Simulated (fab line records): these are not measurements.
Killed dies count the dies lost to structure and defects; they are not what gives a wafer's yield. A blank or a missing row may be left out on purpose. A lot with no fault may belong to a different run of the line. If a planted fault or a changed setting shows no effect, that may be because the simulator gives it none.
Lot-split experiment / flow n5_finfet / 21 wafers read from 7 lots, route of 1938 steps

ABOUT THE SPLIT
At N5_FIN_SAQP_ETCH_64 (etches SiO2 in CF4, target depth 1.5 nm), the setting bias_w was moved away from the recipe's 400 W on 9 of the 21 wafers read, by -17.4% to +17.2%. The other wafers ran this setting at the recipe's value.

Reading taken at the split's own step.

THE READING
etch.depth_nm (the simulator's own value, which no gauge read), in nm, at N5_FIN_SAQP_ETCH_64 (etches SiO2 in CF4, target depth 1.5 nm). The file does not state a usual value for it. Across the 12 wafers here that went through the recipe, the average is 1.478 nm and the standard deviation 0.049 nm.

wafer=L075.2; tool, chamber at the split=rie_si-03, 1; bias_w as run, W=330.4; against the recipe=-17.4%; etch.depth_nm, nm=1.359; against lot-mates on the recipe=-0.230
wafer=L075.3; tool, chamber at the split=rie_si-03, 3; bias_w as run, W=400; against the recipe=recipe; etch.depth_nm, nm=1.589; against lot-mates on the recipe=-
wafer=L075.4; tool, chamber at the split=rie_si-03, 2; bias_w as run, W=330.4; against the recipe=-17.4%; etch.depth_nm, nm=1.464; against lot-mates on the recipe=-0.125
wafer=L077.3; tool, chamber at the split=rie_si-01, 0; bias_w as run, W=400; against the recipe=recipe; etch.depth_nm, nm=1.455; against lot-mates on the recipe=-
wafer=L077.4; tool, chamber at the split=rie_si-01, 2; bias_w as run, W=442; against the recipe=+10.5%; etch.depth_nm, nm=1.569; against lot-mates on the recipe=+0.112
wafer=L077.6; tool, chamber at the split=rie_si-01, 0; bias_w as run, W=400; against the recipe=recipe; etch.depth_nm, nm=1.458; against lot-mates on the recipe=-
wafer=L080.3; tool, chamber at the split=rie_si-03, 1; bias_w as run, W=400; against the recipe=recipe; etch.depth_nm, nm=1.427; against lot-mates on the recipe=-
wafer=L080.4; tool, chamber at the split=rie_si-03, 2; bias_w as run, W=447.9; against the recipe=+12.0%; etch.depth_nm, nm=1.588; against lot-mates on the recipe=+0.125
wafer=L080.6; tool, chamber at the split=rie_si-03, 0; bias_w as run, W=400; against the recipe=recipe; etch.depth_nm, nm=1.499; against lot-mates on the recipe=-
wafer=L084.1; tool, chamber at the split=rie_si-03, 1; bias_w as run, W=400; against the recipe=recipe; etch.depth_nm, nm=1.428; against lot-mates on the recipe=-
wafer=L084.3; tool, chamber at the split=rie_si-03, 2; bias_w as run, W=434.4; against the recipe=+8.6%; etch.depth_nm, nm=1.553; against lot-mates on the recipe=+0.125
wafer=L084.5; tool, chamber at the split=rie_si-03, 0; bias_w as run, W=434.4; against the recipe=+8.6%; etch.depth_nm, nm=1.514; against lot-mates on the recipe=+0.086
wafer=L092.1; tool, chamber at the split=rie_si-03, 3; bias_w as run, W=468.7; against the recipe=+17.2%; etch.depth_nm, nm=1.643; against lot-mates on the recipe=+0.221
wafer=L092.3; tool, chamber at the split=rie_si-03, 1; bias_w as run, W=468.7; against the recipe=+17.2%; etch.depth_nm, nm=1.49; against lot-mates on the recipe=+0.068
wafer=L092.6; tool, chamber at the split=rie_si-03, 1; bias_w as run, W=400; against the recipe=recipe; etch.depth_nm, nm=1.422; against lot-mates on the recipe=-
wafer=L095.1; tool, chamber at the split=rie_si-01, 3; bias_w as run, W=400; against the recipe=recipe; etch.depth_nm, nm=1.466; against lot-mates on the recipe=-
wafer=L095.3; tool, chamber at the split=rie_si-01, 0; bias_w as run, W=400; against the recipe=recipe; etch.depth_nm, nm=1.465; against lot-mates on the recipe=-
wafer=L095.6; tool, chamber at the split=rie_si-01, 3; bias_w as run, W=400; against the recipe=recipe; etch.depth_nm, nm=1.456; against lot-mates on the recipe=-
wafer=L096.2; tool, chamber at the split=rie_si-02, 3; bias_w as run, W=444.9; against the recipe=+11.2%; etch.depth_nm, nm=1.638; against lot-mates on the recipe=+0.105
wafer=L096.3; tool, chamber at the split=rie_si-02, 1; bias_w as run, W=400; against the recipe=recipe; etch.depth_nm, nm=1.53; against lot-mates on the recipe=-
wafer=L096.4; tool, chamber at the split=rie_si-02, 0; bias_w as run, W=400; against the recipe=recipe; etch.depth_nm, nm=1.536; against lot-mates on the recipe=-

THE FIT
A straight line over all 21 wafers: etch.depth_nm changes by +0.00571 nm for each +1% of bias_w; r = +0.69; the points scatter about the line by 0.056 nm.
The same after taking each lot's own level away (the mean of its wafers on the recipe; 21 wafers): +0.00976 nm for each +1%; r = +0.93; scatter 0.035 nm.
Per that fit: largest bias_w move, reading shift of 0.17 nm.
Measured against the standard deviation above, the lots' own levels, which go from 1.4220 to 1.5890 nm, span 3.4 times it.
So the lot-to-lot level blurs the effect unless lot-mates are compared.
Check: -0.145 nm against its lot-mates is what the line predicts for one of the wafers moved furthest among these (-17.4%) when that wafer is left out of the fit. It came out at -0.23 nm against them.

THE OTHER SPLITS THESE WAFERS WENT THROUGH
Before the reading, these wafers also passed through other splits. Each is held against what the fit with the lots' levels taken away leaves over:
other split on the same wafers=N5_FIN_SAQP_HM_DEP_03 time_s; wafers away from the commonest value=7; r with etch.depth_nm (lot level and that fit taken away)=-0.13
other split on the same wafers=N5_FIN_SAQP_COAT_10 spin_rpm; wafers away from the commonest value=10; r with etch.depth_nm (lot level and that fit taken away)=+0.06

THE FILE'S OWN FIT
etch.depth_nm changes by +0.00981 nm for each +1% of bias_w, r = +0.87.
